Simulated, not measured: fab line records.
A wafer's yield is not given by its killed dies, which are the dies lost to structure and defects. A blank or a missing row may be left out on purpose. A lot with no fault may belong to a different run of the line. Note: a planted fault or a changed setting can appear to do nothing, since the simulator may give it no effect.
Problem report in the 8D (eight disciplines) form, filled by code || flow n5-finfet || the parts of the form that need people (team, actions taken, sign-off) are left out

== 1. WHAT WENT WRONG ==
Mean of spin-speed-rpm at N5_BEOL_M6_COAT_59: 1280.9 rpm across 9 wafers in 3 lots; on wafers with no fault it is 1500.1 rpm (standard deviation 1). So: -99 or more standard deviations from the usual mean.
The step: time 60 s, resist thk 100 nm.
First observed at day 12 19:46: wafer L187.1, on litho-track-04. The record has a number at this step for 36 wafers belonging to 12 lots. Rule for "out" (also "out of limits"): further than 4 standard deviations from the usual mean. All remaining wafers that have a number are taken as sound.

== 2. WHAT IT IS; WHAT IT IS NOT ==
{"question": "which readings at this step", "is": "spin-speed-rpm", "is not": "-"}
{"question": "which lots", "is": "L187, L188, L190", "is not": "L170, L171, L173, L177, L178, L179, L180, L181, L193"}
{"question": "which wafers of those lots", "is": "all that have a number", "is not": "-"}
{"question": "read on which tools", "is": "litho-track-04", "is not": "litho-track-01, litho-track-02"}
{"question": "when", "is": "from day 12 19:46", "is not": "up to then (24 sound wafers); but 3 sound wafers of L193 came after"}

== 3. WHAT RULES OUT EACH SUSPECT ==
Counting: any tool at a process step up to the reading is kept as a suspect provided that every lot that is out went through it and no sound lot did after the first of them.
- litho-track-04 at N5_BEOL_M6_COAT_59 (time 60 s, resist thk 100 nm): kept. It processed each lot that is out, first L187 at day 12 19:46, and no sound lot thereafter; up to then, the last sound lot it processed was L181 at day 11 11:50. Its own readings are out on those wafers: spin-speed-rpm.
After counting, what remains is litho-track-04 at N5_BEOL_M6_COAT_59.

== 4. THE CAUSE (what the simulator had put in) ==
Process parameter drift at N5_BEOL_M6_COAT_59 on litho-track-04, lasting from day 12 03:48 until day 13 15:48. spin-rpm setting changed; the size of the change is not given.
After counting, this tool was the only one left.

== 5. THE CHAIN OF EFFECTS, in route order ==
Each row: a reading whose mean over the struck wafers that have a number lies more than 3 standard deviations from the usual. Only readings whose record carries a usual standard deviation are examined. hours: median over the lots of the time between each lot's start at the first step of this table that gives one and its start at this step. sigmas: the change, counted in usual standard deviations.
{"hours": 0, "step": "N5_BEOL_M6_COAT_59", "reading": "spin-speed-rpm", "usual": "1500.1 rpm", "on struck wafers": 1280.9, "change": -219.2, "sigmas": "-99 or more"}
Process steps it contains:
- N5_BEOL_M6_COAT_59: time 60 s, resist thk 100 nm.

== 6. WHAT WOULD HAVE CAUGHT IT SOONER ==
In this record the first reading out of limits was taken at day 12 19:46, 16 hours after the fault began at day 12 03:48.
